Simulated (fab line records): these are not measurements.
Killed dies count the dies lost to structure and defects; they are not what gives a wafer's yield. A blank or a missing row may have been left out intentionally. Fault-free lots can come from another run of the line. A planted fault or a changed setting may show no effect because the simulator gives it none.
A struck lot beside a sound one	flow n5 finfet	45 steps out of a route of 1938
Sound: wafers L293.2, L293.4, L293.5. Struck: wafers L296.2, L296.6 (left out: L296.3, a lot-mate that was not struck); the cause follows at the end.
Each step with rows lists, per side, the tool, then ch with its chambers, then its first start. Under that, the readings that differ: sound wafers	struck wafers	difference of the means	sigmas: that difference in standard deviations of wafers without a fault.
alike: readings with means less than 2 such deviations apart, plus words and numbers identical on both sides. not compared: withheld readings, readings lacking a value on some wafer, bounds such as >300 that could conceal the same value, and numbers that have no deviation in the record and whose values overlap.
Wherever a step has rows on one side only, a row that says differs or no value, or a row with sigmas, the two part there. Numbers that don't overlap but have no deviation are shown without sigmas and don't part them. Lack of a reading on every wafer of one side parts them only where that side has two or more wafers.

first, 11 steps without rows for these wafers: N5_BEOL_M4_DESCUM_33 (chemistry O2, time 7 s); N5_BEOL_M4_ETCH_77 (etches underlayer in N2/H2, target depth 6.5 nm, time 5.2 s); N5_BEOL_M4_ETCH_69 (etches SiARC in CF4, target depth 15.6 nm, time 26 s); N5_BEOL_M4_ALD_98 (deposits SiO2, target thk 2.5 nm, pulse time 1 s, co reactant pulse time 1 s); N5_BEOL_M4_ETCHBACK_99 (etches SiO2 in CHF3, target depth 5 nm, time 10.4 s); N5_BEOL_M4_ETCH_70 (etches SOC in N2/H2, target depth 80 nm, overetch 24 nm, time 130 s); N5_BEOL_M4_STRIP_71 (strips in N2/H2); N5_BEOL_M4_STRIP_78 (strips in N2/H2); N5_BEOL_M4_VIA_ETCH_34 (etches the open film in C4F6/O2, target depth 69.4 nm, time 65.9 s); N5_BEOL_M4_STRIP_83 (strips in C4F6/O2); N5_BEOL_M4_STRIP_36 (strips in N2/H2).
N5_BEOL_M4_TRENCH_ETCH_37: etches SiOC in C4F6/O2, target depth 55.555 nm, time 29.2 s.
  sound on rie diel-06 ch 0,2,3, day 9 22:47; struck on rie diel-06 ch 2, day 11 13:04
reading	sound	struck	difference	sigmas
rf fwd power W (W)	350.0 350.6 351.2	434.7 434.9	+84.2	+50
rf vpp V (V)	663 661 665	595 595	-68	-13
model.etch.depth nm (nm)	55.83 56.09 56.26	60.57 60.64	+4.55	
model.BEOL_M4.feature depth nm (nm)	55.8 56 56.2	60.6 60.6	+4.6	
  alike: bias w, drypump motor current A, oes_o_777_au, oes product au, showerhead plenum p Torr, throttle valve pct
  not compared: rf hours counter h
then, 2 steps without rows for these wafers: N5_BEOL_M4_ETCH_41 (etches SiCN in CH3F/O2, target depth 29.9 nm, time 52.5 s); N5_BEOL_M4_STRIP_97 (strips in N2/H2, time 10 s).
N5_BEOL_M4_OCD_MEAS_38:
  struck on ocd-01, day 11 13:13; sound on ocd-02, day 9 22:56
reading	sound	struck	difference	sigmas
trench depth nm (nm)	55.9 56.2 56.7	60.9 60.7	+4.5	+6
then, 25 steps without rows for these wafers: N5_BEOL_M4_HM_STRIP_39 (strips TiN in peroxide tin strip, target depth 25 nm, time 158 s); N5_BEOL_M4_SRD_40 (time 30 s); N5_BEOL_M4_PRECLEAN_42 (cleans in residue remover, time 60 s); N5_BEOL_M4_SRD_43 (time 30 s); N5_BEOL_M4_DEGAS_44 (time 60 s); N5_BEOL_M4_PRE_CLEAN_45 (time 30 s); N5_BEOL_M4_ALD_84 (deposits TaN, pulse time 2 s, purge time 3 s, co reactant purge time 2 s); N5_BEOL_M4_SURFACE_TREAT_85; N5_BEOL_M4_CVD_47 (deposits Co from CCTBA/H2, target thk 3 nm, time 223.8 s); N5_BEOL_M4_SPUTTER_48 (material Cu, target thk 4.5 nm, time 8.29 s); N5_BEOL_M4_ANNEAL_49 (time 240 s); N5_BEOL_M4_SPUTTER_79 (material Cu, target thk 4.5 nm, time 8.29 s); N5_BEOL_M4_ANNEAL_80 (time 240 s); N5_BEOL_M4_SPUTTER_81 (material Cu, target thk 4.5 nm, time 8.29 s); N5_BEOL_M4_ANNEAL_82 (time 240 s); N5_BEOL_M4_SPUTTER_86 (material Cu, target thk 4.5 nm, time 8.29 s); N5_BEOL_M4_ANNEAL_87 (time 240 s); N5_BEOL_M4_SPUTTER_88 (material Cu, target thk 4.5 nm, time 8.29 s); N5_BEOL_M4_ANNEAL_89 (time 240 s); N5_BEOL_M4_SPUTTER_90 (material Cu, target thk 4.5 nm, time 8.29 s); N5_BEOL_M4_ANNEAL_91 (time 240 s); N5_BEOL_M4_SPUTTER_92 (material Cu, target thk 4.5 nm, time 8.29 s); N5_BEOL_M4_ANNEAL_93 (time 240 s); N5_BEOL_M4_SPUTTER_94 (material Cu, target thk 4.5 nm, time 8.29 s); N5_BEOL_M4_ANNEAL_95 (time 240 s).
N5_BEOL_M4_CMP_52: polishes, stops on SiOC, t overpolish 6.8 s, target thk 40 nm.
  sound on cmp-02 ch 0,2,3, day 10 02:06; struck on cmp-04 ch 2,3, day 11 16:48
reading	sound	struck	difference	sigmas
time to endpoint s (s)	60.1 60.8 61.8	69.8 65.3	+6.6	+2
model.Cu_of_BEOL_M4_ECD_50.thk nm (nm)	40 41.2 40.8	45.2 45.2	+4.5	
  alike: barrier field endpoint s, clearing platen rpm, motor current A, overpolish run s
N5_BEOL_M4_THK_MEAS_53: measures by xrf.
  struck on film metro-02, day 11 17:01; sound on film metro-01, day 10 02:24
reading	sound	struck	difference	sigmas
M4_THK (nm)	40.0 41.1 40.8	45.4 45.5	+4.8	+4
N5_BEOL_M4_RS_MEAS_58: a four-point-probe measurement.
  struck on film metro-01, day 11 17:24; sound on film metro-02, day 10 02:41
reading	sound	struck	difference	sigmas
M4_RS (ohm/sq)	0.668 0.644 0.652	0.574 0.572	-0.082	-3
N5_BEOL_M4_RC_MEAS_101:
  sound on prober-02 ch 0, day 10 03:04; struck on prober-01 ch 0, day 11 17:37
reading	sound	struck	difference	sigmas
VT_N (mV)	244.3 249.6 247.6	252.4 253.9	+6.0	+2
  alike: DIBL_N, DIBL_P, IOFF_N, IOFF_P, ION_N, ION_P, SS_N, SS_P, VT_P
-- record jumps: 4 days separate the struck wafers' starts on either side; left off in module BEOL_M4, taken up again in module PASSIVATION, whose first shown step is the route's number 1936 --
N5_PASSIVATION_PROBE_49:
  the record has rows for the struck wafers here (prober-02, day 16 05:03) and none for the sound ones

## WHERE THEY PART
Last at N5_PASSIVATION_PROBE_49 as far as this record goes, first at N5_BEOL_M4_TRENCH_ETCH_37.

WHY: what the simulator had put in
rie diel-06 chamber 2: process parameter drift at N5_BEOL_M4_TRENCH_ETCH_37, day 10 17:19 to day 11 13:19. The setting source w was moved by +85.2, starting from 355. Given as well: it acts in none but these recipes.
